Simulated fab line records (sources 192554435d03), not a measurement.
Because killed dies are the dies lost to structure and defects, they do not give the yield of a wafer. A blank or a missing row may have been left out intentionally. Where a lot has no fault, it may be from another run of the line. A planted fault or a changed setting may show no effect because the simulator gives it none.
Which tool is to blame? | flow n5-finfet | 24 lots, 72 wafers sampled, at 6 steps of a route of 1938

## WHAT THE GAUGES SHOWED, per wafer
The record lacks any reading of a measuring or inspecting step that a usual standard deviation could be used to judge.

## EACH LOT AND THE TOOL THAT RAN IT (in order: tool; ch and the chambers of the sampled wafers; start)
lot  | N5_BEOL_M9_CURE_72            | N5_BEOL_M9_SURFACE_TREAT_79  | N5_BEOL_M9_ANNEAL_51             | N5_BEOL_M10_DESCUM_33              | N5_BEOL_M10_VIA_ETCH_34            | N5_BEOL_M11_DESCUM_16
L074 | uv-cure-01 ch 1, day 10 05:53 | pvd-sputter-03, day 10 06:41 | rtp-anneal-02 ch 0, day 10 07:23 | rie-diel-01 ch 1,2, day 10 12:08   | rie-diel-01 ch 1,2, day 10 12:20   | rie-diel-06 ch 0,1,2, day 10 17:34
L076 | uv-cure-03 ch 2, day 10 16:34 | pvd-sputter-03, day 10 18:37 | rtp-anneal-02 ch 0, day 10 19:17 | rie-diel-05 ch 0,1,3, day 11 02:56 | rie-diel-05 ch 0,1,3, day 11 03:08 | rie-diel-04 ch 0,1,3, day 11 08:32
L075 | uv-cure-02 ch 0, day 10 16:42 | pvd-sputter-03, day 10 18:39 | rtp-anneal-02 ch 0, day 10 19:34 | rie-diel-05 ch 0,1,2, day 11 03:50 | rie-diel-05 ch 0,1,2, day 11 04:03 | rie-diel-04 ch 0,1,3, day 11 11:23
L077 | uv-cure-01 ch 1, day 11 13:50 | pvd-sputter-01, day 11 16:29 | rtp-anneal-01 ch 0, day 11 17:03 | rie-diel-02 ch 1,2, day 11 22:44   | rie-diel-02 ch 1,2, day 11 22:56   | rie-diel-06 ch 1,2,3, day 12 05:38
L079 | uv-cure-02 ch 1, day 11 19:42 | pvd-sputter-02, day 11 20:38 | rtp-anneal-02 ch 0, day 11 21:25 | rie-diel-01 ch 1,3, day 12 01:10   | rie-diel-01 ch 1,3, day 12 01:23   | rie-diel-04 ch 2,3, day 12 06:30
L078 | uv-cure-03 ch 2, day 11 19:47 | pvd-sputter-02, day 11 20:41 | rtp-anneal-01 ch 0, day 11 21:43 | rie-diel-05 ch 1,2, day 12 01:19   | rie-diel-05 ch 1,2, day 12 01:32   | rie-diel-06 ch 2,3, day 12 06:47
L080 | uv-cure-02 ch 1, day 11 22:32 | pvd-sputter-03, day 11 23:23 | rtp-anneal-02 ch 0, day 12 00:04 | rie-diel-02 ch 0,1,2, day 12 05:21 | rie-diel-02 ch 0,1,2, day 12 05:34 | rie-diel-06 ch 0,1,3, day 12 12:22
L082 | uv-cure-02 ch 1, day 12 07:55 | pvd-sputter-02, day 12 09:06 | rtp-anneal-01 ch 0, day 12 09:36 | rie-diel-02 ch 1,2, day 12 16:42   | rie-diel-02 ch 1,2, day 12 16:55   | rie-diel-06 ch 1,3, day 12 22:08
L081 | uv-cure-03 ch 0, day 12 08:17 | pvd-sputter-02, day 12 09:08 | rtp-anneal-01 ch 0, day 12 09:55 | rie-diel-01 ch 1,2,3, day 12 16:32 | rie-diel-01 ch 1,2,3, day 12 16:44 | rie-diel-03 ch 0,2,3, day 12 21:56
L083 | uv-cure-02 ch 0, day 12 11:42 | pvd-sputter-03, day 12 12:37 | rtp-anneal-02 ch 0, day 12 13:19 | rie-diel-01 ch 0,1, day 12 19:00   | rie-diel-01 ch 0,1, day 12 19:13   | rie-diel-06 ch 0,1,3, day 13 01:57
L084 | uv-cure-03 ch 0, day 12 17:50 | pvd-sputter-03, day 12 18:44 | rtp-anneal-02 ch 0, day 12 21:17 | rie-diel-05 ch 0,2, day 13 01:04   | rie-diel-05 ch 0,2, day 13 01:16   | rie-diel-03 ch 1,2,3, day 13 05:35
L085 | uv-cure-03 ch 2, day 13 04:43 | pvd-sputter-02, day 13 05:33 | rtp-anneal-02 ch 0, day 13 06:05 | rie-diel-02 ch 0,1,2, day 13 10:18 | rie-diel-02 ch 0,1,2, day 13 10:31 | rie-diel-03 ch 0,1,3, day 13 16:05
L087 | uv-cure-02 ch 2, day 13 11:03 | pvd-sputter-02, day 13 12:12 | rtp-anneal-02 ch 0, day 13 13:07 | rie-diel-02 ch 0,3, day 13 17:30   | rie-diel-02 ch 0,3, day 13 17:43   | rie-diel-04 ch 1,2,3, day 14 00:20
L086 | uv-cure-02 ch 1, day 13 12:13 | pvd-sputter-02, day 13 13:34 | rtp-anneal-01 ch 0, day 13 14:11 | rie-diel-01 ch 0,1,2, day 13 18:50 | rie-diel-01 ch 0,1,2, day 13 19:02 | rie-diel-04 ch 0,2,3, day 14 02:27
L090 | uv-cure-03 ch 0, day 13 22:53 | pvd-sputter-02, day 14 00:16 | rtp-anneal-01 ch 0, day 14 01:09 | rie-diel-01 ch 0,1, day 14 09:05   | rie-diel-01 ch 0,1, day 14 09:17   | rie-diel-06 ch 1,2, day 14 14:32
L089 | uv-cure-03 ch 0, day 14 01:37 | pvd-sputter-02, day 14 02:50 | rtp-anneal-02 ch 0, day 14 03:23 | rie-diel-05 ch 2,3, day 14 10:07   | rie-diel-05 ch 2,3, day 14 10:25   | rie-diel-03 ch 1,3, day 14 16:07
L088 | uv-cure-02 ch 2, day 14 07:16 | pvd-sputter-02, day 14 08:25 | rtp-anneal-01 ch 0, day 14 08:58 | rie-diel-02 ch 0,1,2, day 14 14:05 | rie-diel-02 ch 0,1,2, day 14 14:17 | rie-diel-06 ch 2,3, day 14 20:00
L093 | uv-cure-02 ch 2, day 14 18:51 | pvd-sputter-01, day 14 19:40 | rtp-anneal-02 ch 0, day 14 20:07 | rie-diel-01 ch 0,2,3, day 15 05:08 | rie-diel-01 ch 0,2,3, day 15 05:20 | rie-diel-03 ch 0,1,3, day 15 11:36
L092 | uv-cure-02 ch 0, day 14 19:16 | pvd-sputter-03, day 14 20:11 | rtp-anneal-01 ch 0, day 14 20:57 | rie-diel-02 ch 1,2,3, day 15 04:34 | rie-diel-02 ch 1,2,3, day 15 04:46 | rie-diel-04 ch 0,2,3, day 15 11:05
L091 | uv-cure-01 ch 2, day 15 13:43 | pvd-sputter-01, day 15 14:58 | rtp-anneal-02 ch 0, day 15 16:16 | rie-diel-01 ch 1,3, day 15 19:53   | rie-diel-01 ch 1,3, day 15 20:06   | rie-diel-06 ch 0,1,2, day 16 01:08
L094 | uv-cure-02 ch 2, day 15 15:50 | pvd-sputter-01, day 15 16:58 | rtp-anneal-02 ch 0, day 15 17:55 | rie-diel-02 ch 2,3, day 15 21:20   | rie-diel-02 ch 2,3, day 15 21:33   | rie-diel-03 ch 0,3, day 16 05:11
L096 | uv-cure-01 ch 1, day 15 18:04 | pvd-sputter-02, day 15 18:56 | rtp-anneal-02 ch 0, day 15 19:26 | rie-diel-05 ch 2,3, day 15 23:37   | rie-diel-05 ch 2,3, day 15 23:50   | rie-diel-06 ch 0,1, day 16 05:29
L095 | uv-cure-01 ch 0, day 15 21:49 | pvd-sputter-01, day 15 23:50 | rtp-anneal-01 ch 0, day 16 00:38 | rie-diel-01 ch 0,2,3, day 16 06:20 | rie-diel-01 ch 0,2,3, day 16 06:33 | rie-diel-03 ch 0,1,3, day 16 14:35
L097 | uv-cure-03 ch 1, day 16 04:19 | pvd-sputter-01, day 16 06:16 | rtp-anneal-01 ch 0, day 16 07:34 | rie-diel-02 ch 0,1, day 16 13:29   | rie-diel-02 ch 0,1, day 16 13:42   | rie-diel-04 ch 1,2,3, day 16 18:23
- N5_BEOL_M9_CURE_72: cures SiCOH lowk, time 120 s.
- N5_BEOL_M9_SURFACE_TREAT_79
- N5_BEOL_M9_ANNEAL_51: time 90 s.
- N5_BEOL_M10_DESCUM_33: chemistry O2, time 7.9 s.
- N5_BEOL_M10_VIA_ETCH_34: etches SiCOH lowk in C4F6/O2, target depth 184.5 nm, time 69.2 s.
- N5_BEOL_M11_DESCUM_16: chemistry O2, time 7.9 s.

## WHAT THE TOOLS THEMSELVES READ (means of the sampled wafers that have a number; where no wafer has one, the mark that the record gives instead)
N5_BEOL_M9_CURE_72.
lot  | tool       | lamp-power-pct (%) | wafer_temp_C_max
L074 | uv-cure-01 | 52.27              | 371.7
L076 | uv-cure-03 | 52.30              | 371.9
L075 | uv-cure-02 | 52.31              | 372.9
L077 | uv-cure-01 | 52.37              | 371.4
L079 | uv-cure-02 | 52.32              | 371.8
L078 | uv-cure-03 | 52.30              | 371.4
L080 | uv-cure-02 | 52.24              | 371.8
L082 | uv-cure-02 | 52.25              | 371.5
L081 | uv-cure-03 | 52.29              | 371.0
L083 | uv-cure-02 | 52.32              | 372.1
L084 | uv-cure-03 | 52.29              | 371.3
L085 | uv-cure-03 | 52.30              | 372.1
L087 | uv-cure-02 | 52.33              | 370.8
L086 | uv-cure-02 | 52.31              | 372.1
L090 | uv-cure-03 | 52.33              | 371.3
L089 | uv-cure-03 | 52.29              | 371.3
L088 | uv-cure-02 | 52.35              | 371.3
L093 | uv-cure-02 | 52.25              | 371.1
L092 | uv-cure-02 | 52.27              | 372.8
L091 | uv-cure-01 | 52.28              | 372.2
L094 | uv-cure-02 | 52.31              | 371.2
L096 | uv-cure-01 | 52.33              | 372.0
L095 | uv-cure-01 | 52.30              | 371.1
L097 | uv-cure-03 | 52.30              | 371.2

N5_BEOL_M9_ANNEAL_51.
lot  | tool          | anneal-temp-c (C) | wafer_temp_C_max
L074 | rtp-anneal-02 | 224.97            | 225.8
L076 | rtp-anneal-02 | 224.97            | 225.5
L075 | rtp-anneal-02 | 225.16            | 225.6
L077 | rtp-anneal-01 | 225.27            | 226.3
L079 | rtp-anneal-02 | 225.18            | 225.4
L078 | rtp-anneal-01 | 224.96            | 226.3
L080 | rtp-anneal-02 | 224.99            | 225.9
L082 | rtp-anneal-01 | 224.84            | 226.4
L081 | rtp-anneal-01 | 224.99            | 226.0
L083 | rtp-anneal-02 | 224.95            | 225.5
L084 | rtp-anneal-02 | 224.96            | 225.6
L085 | rtp-anneal-02 | 224.96            | 225.4
L087 | rtp-anneal-02 | 224.98            | 225.4
L086 | rtp-anneal-01 | 225.14            | 226.1
L090 | rtp-anneal-01 | 225.13            | 226.0
L089 | rtp-anneal-02 | 224.93            | 225.5
L088 | rtp-anneal-01 | 225.18            | 226.0
L093 | rtp-anneal-02 | 224.99            | 225.4
L092 | rtp-anneal-01 | 225.10            | 226.4
L091 | rtp-anneal-02 | 224.89            | 225.6
L094 | rtp-anneal-02 | 225.12            | 225.4
L096 | rtp-anneal-02 | 224.99            | 225.4
L095 | rtp-anneal-01 | 224.78            | 226.5
L097 | rtp-anneal-01 | 224.79            | 226.4

N5_BEOL_M10_DESCUM_33.
lot  | tool        | drypump-motor-current-A (A) | oes-product-au (a.u.) | rf-vpp-V (V) | showerhead-plenum-p-Torr (Torr) | throttle-valve-pct (%)
L074 | rie-diel-01 | 6.3                         | 0.85                  | 243.9        | 2.17                            | 20.4
L076 | rie-diel-05 | 5.5                         | 0.70                  | 242.6        | 2.10                            | 20.6
L075 | rie-diel-05 | 5.7                         | 0.70                  | 242.8        | 2.08                            | 20.6
L077 | rie-diel-02 | 5.8                         | 0.74                  | 242.6        | 2.03                            | 20.4
L079 | rie-diel-01 | 6.3                         | 0.83                  | 243.4        | 2.13                            | 20.2
L078 | rie-diel-05 | 5.5                         | 0.67                  | 243.7        | 2.09                            | 20.7
L080 | rie-diel-02 | 5.6                         | 0.74                  | 243.4        | 2.06                            | 20.6
L082 | rie-diel-02 | 5.8                         | 0.73                  | 241.8        | 2.03                            | 20.4
L081 | rie-diel-01 | 6.0                         | 0.77                  | 243.9        | 2.14                            | 20.6
L083 | rie-diel-01 | 6.4                         | 0.90                  | 245.3        | 2.21                            | 20.4
L084 | rie-diel-05 | 6.1                         | 0.70                  | 241.6        | 2.04                            | 20.5
L085 | rie-diel-02 | 5.6                         | 0.73                  | 242.5        | 2.05                            | 20.6
L087 | rie-diel-02 | 5.5                         | 0.75                  | 242.3        | 2.06                            | 20.8
L086 | rie-diel-01 | 6.2                         | 0.82                  | 244.7        | 2.19                            | 20.6
L090 | rie-diel-01 | 6.3                         | 0.87                  | 244.5        | 2.20                            | 20.4
L089 | rie-diel-05 | 5.8                         | 0.76                  | 242.9        | 2.08                            | 20.3
L088 | rie-diel-02 | 5.7                         | 0.72                  | 243.5        | 2.05                            | 20.6
L093 | rie-diel-01 | 5.9                         | 0.76                  | 243.8        | 2.15                            | 20.8
L092 | rie-diel-02 | 5.9                         | 0.77                  | 242.3        | 2.04                            | 20.5
L091 | rie-diel-01 | 6.3                         | 0.78                  | 243.5        | 2.12                            | 20.2
L094 | rie-diel-02 | 5.8                         | 0.77                  | 242.9        | 2.08                            | 20.6
L096 | rie-diel-05 | 5.7                         | 0.91                  | 243.6        | 2.10                            | 20.1
L095 | rie-diel-01 | 5.9                         | 0.76                  | 243.6        | 2.15                            | 20.8
L097 | rie-diel-02 | 5.7                         | 0.79                  | 241.6        | 2.00                            | 20.5

N5_BEOL_M10_VIA_ETCH_34.
lot  | tool        | drypump-motor-current-A (A) | oes-product-au (a.u.) | rf-vpp-V (V) | showerhead-plenum-p-Torr (Torr) | throttle-valve-pct (%)
L074 | rie-diel-01 | 6.2                         | 0.85                  | 673          | 2.91                            | 20.65
L076 | rie-diel-05 | 5.6                         | 0.69                  | 667          | 2.87                            | 21.14
L075 | rie-diel-05 | 5.7                         | 0.69                  | 667          | 2.83                            | 21.16
L077 | rie-diel-02 | 5.8                         | 0.73                  | 687          | 2.76                            | 20.90
L079 | rie-diel-01 | 6.3                         | 0.83                  | 664          | 2.88                            | 20.57
L078 | rie-diel-05 | 5.5                         | 0.69                  | 678          | 2.85                            | 21.11
L080 | rie-diel-02 | 5.7                         | 0.72                  | 668          | 2.80                            | 21.06
L082 | rie-diel-02 | 5.8                         | 0.72                  | 686          | 2.76                            | 20.93
L081 | rie-diel-01 | 6.0                         | 0.78                  | 671          | 2.87                            | 20.86
L083 | rie-diel-01 | 6.4                         | 0.91                  | 644          | 3.00                            | 20.91
L084 | rie-diel-05 | 6.0                         | 0.70                  | 667          | 2.78                            | 21.00
L085 | rie-diel-02 | 5.6                         | 0.72                  | 668          | 2.79                            | 21.08
L087 | rie-diel-02 | 5.5                         | 0.74                  | 638          | 2.79                            | 21.18
L086 | rie-diel-01 | 6.2                         | 0.84                  | 661          | 2.95                            | 20.95
L090 | rie-diel-01 | 6.3                         | 0.89                  | 644          | 2.99                            | 20.95
L089 | rie-diel-05 | 5.8                         | 0.75                  | 677          | 2.83                            | 20.83
L088 | rie-diel-02 | 5.6                         | 0.71                  | 668          | 2.79                            | 21.10
L093 | rie-diel-01 | 5.9                         | 0.77                  | 658          | 2.91                            | 21.17
L092 | rie-diel-02 | 5.8                         | 0.75                  | 676          | 2.77                            | 20.98
L091 | rie-diel-01 | 6.2                         | 0.79                  | 663          | 2.86                            | 20.61
L094 | rie-diel-02 | 5.8                         | 0.77                  | 677          | 2.83                            | 21.09
L096 | rie-diel-05 | 5.7                         | 0.90                  | 678          | 2.86                            | 20.59
L095 | rie-diel-01 | 5.9                         | 0.76                  | 659          | 2.91                            | 21.18
L097 | rie-diel-02 | 5.6                         | 0.78                  | 668          | 2.72                            | 20.89

N5_BEOL_M11_DESCUM_16.
lot  | tool        | drypump-motor-current-A (A) | oes-product-au (a.u.) | rf-vpp-V (V) | showerhead-plenum-p-Torr (Torr) | throttle-valve-pct (%)
L074 | rie-diel-06 | 5.6                         | 0.74                  | 242.0        | 2.04                            | 20.44
L076 | rie-diel-04 | 5.4                         | 0.75                  | 241.7        | 2.07                            | 20.59
L075 | rie-diel-04 | 5.5                         | 0.75                  | 242.7        | 2.07                            | 20.58
L077 | rie-diel-06 | 6.0                         | 0.75                  | 242.8        | 2.08                            | 20.48
L079 | rie-diel-04 | 5.3                         | 0.88                  | 243.0        | 2.12                            | 20.62
L078 | rie-diel-06 | 6.1                         | 0.79                  | 242.7        | 2.09                            | 20.37
L080 | rie-diel-06 | 5.7                         | 0.79                  | 243.1        | 2.06                            | 20.38
L082 | rie-diel-06 | 6.0                         | 0.80                  | 243.7        | 2.10                            | 20.42
L081 | rie-diel-03 | 5.6                         | 0.81                  | 242.8        | 2.08                            | 20.42
L083 | rie-diel-06 | 5.7                         | 0.79                  | 242.9        | 2.06                            | 20.39
L084 | rie-diel-03 | 5.7                         | 0.85                  | 243.8        | 2.14                            | 20.43
L085 | rie-diel-03 | 5.6                         | 0.80                  | 243.1        | 2.14                            | 20.58
L087 | rie-diel-04 | 5.4                         | 0.81                  | 243.0        | 2.12                            | 20.59
L086 | rie-diel-04 | 5.6                         | 0.82                  | 243.7        | 2.13                            | 20.71
L090 | rie-diel-06 | 5.8                         | 0.78                  | 244.1        | 2.06                            | 20.56
L089 | rie-diel-03 | 5.7                         | 0.82                  | 245.2        | 2.19                            | 20.62
L088 | rie-diel-06 | 6.1                         | 0.85                  | 243.3        | 2.08                            | 20.32
L093 | rie-diel-03 | 5.6                         | 0.78                  | 244.0        | 2.13                            | 20.61
L092 | rie-diel-04 | 5.6                         | 0.79                  | 242.8        | 2.12                            | 20.74
L091 | rie-diel-06 | 5.6                         | 0.79                  | 242.6        | 2.03                            | 20.41
L094 | rie-diel-03 | 6.0                         | 0.77                  | 243.4        | 2.10                            | 20.68
L096 | rie-diel-06 | 5.4                         | 0.75                  | 242.5        | 2.02                            | 20.40
L095 | rie-diel-03 | 5.6                         | 0.77                  | 244.0        | 2.12                            | 20.63
L097 | rie-diel-04 | 5.3                         | 0.88                  | 242.8        | 2.11                            | 20.50

## THE ANSWER, worked out from the rows above alone
Rule: the usual values come from the lots themselves. Put in order of their means at a reading, lots are off if they are a third of the lots or fewer, leave a main group of 4 or more, and stand apart from it by a gap of 3 or more times the standard deviation of the main group's means; of several such gaps the widest counts. A main group is skipped when, at the precision printed for the reading in the tables above, its means are all equal. Also off: a lot with no number at a reading for which 4 or more lots have one. All remaining lots with rows at the step are treated as sound. After the gauges, taken in route order, come the tools' own readings; for these a lot's mean is taken, as printed above. At the first step where some lot is off, the reading lying furthest off is the one used; lots without a number count as furthest.
No lot is off at any reading shown: from this, nothing can be told.

## WHAT THE SIMULATOR PUT IN
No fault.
